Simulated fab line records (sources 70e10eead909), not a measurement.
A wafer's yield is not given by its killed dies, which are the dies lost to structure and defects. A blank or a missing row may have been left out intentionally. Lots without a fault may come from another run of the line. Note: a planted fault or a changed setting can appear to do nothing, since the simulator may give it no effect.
Commonality check across tools | flow nand-harc | 1 lot, 3 wafers sampled

== REASON IT WAS OPENED ==
At NHARC_END_SORT_01 the reading killed-at-periphery is flagged on 1 of 1 lot. Fault-free wafers read 2.9, with a standard deviation of 2.1.
Rule: a lot gets a flag if all its wafers with a number sit over 4 standard deviations from that mean, or if no wafer of it has a number. As for the other lots, they are considered sound.

lot  | measured     | on        | killed-at-periphery, wafer by wafer | flag
L351 | day 24 03:49 | prober-01 | 649 644 651                         | FLAGGED
The numbers of the flagged lots are 648.0 on average: +645.1 against the usual, or +99 or more standard deviations.

== TOOL THAT RAN EACH LOT ==
2 process steps preceding the reading are held in the record, out of 1159 steps in the route. Cell contents, in order: the tool; ch with the chambers the sampled wafers went through; the start.
lot  | flag    | NHARC_P_GATE_DESCUM_31            | NHARC_P_GATE_EXPOSE_56
L351 | FLAGGED | rie-diel-12 ch 0,2,3, day 8 18:39 | krf-scanner-01 ch 0, day 9 07:58
What is done by these steps:
- NHARC_P_GATE_DESCUM_31: chemistry O2, time 3 s.
- NHARC_P_GATE_EXPOSE_56: exposes mask P PSD, target cd 720 nm.
- NHARC_END_SORT_01

== FLAGGED AGAINST TOTAL, ONE TOOL AT A TIME (gauges that did the reading follow at the end) ==
step                   | tool           | lots run | flagged | share of the flagged lots | sound lots run after its first flagged lot
NHARC_P_GATE_DESCUM_31 | rie-diel-12    | 1        | 1       | all                       | 0
NHARC_P_GATE_EXPOSE_56 | krf-scanner-01 | 1        | 1       | all                       | 0
NHARC_END_SORT_01      | prober-01      | 1        | 1       | all                       | 0

== THE TABLE: WHAT IT ALLOWS ==
3 rows of the table ran every flagged lot: rie-diel-12 at NHARC_P_GATE_DESCUM_31, krf-scanner-01 at NHARC_P_GATE_EXPOSE_56, prober-01 at NHARC_END_SORT_01.
- rie-diel-12 at NHARC_P_GATE_DESCUM_31: 1 of its 1 lot flagged. It ran no sound lot before its first flagged lot in this sample, so the start can't be narrowed down.
- krf-scanner-01 at NHARC_P_GATE_EXPOSE_56: 1 of its 1 lot flagged. It ran no sound lot before its first flagged lot in this sample, so the start can't be narrowed down.
- prober-01 at NHARC_END_SORT_01: 1 of its 1 lot flagged. It ran no sound lot before its first flagged lot in this sample, so the start can't be narrowed down.
A lot count leaves these 3 tools indistinguishable: every one of them fits a fault beginning at some hour. More lots, or a look at what each step does to the wafer, might.

== WHAT THE SIMULATOR HAD INSERTED ==
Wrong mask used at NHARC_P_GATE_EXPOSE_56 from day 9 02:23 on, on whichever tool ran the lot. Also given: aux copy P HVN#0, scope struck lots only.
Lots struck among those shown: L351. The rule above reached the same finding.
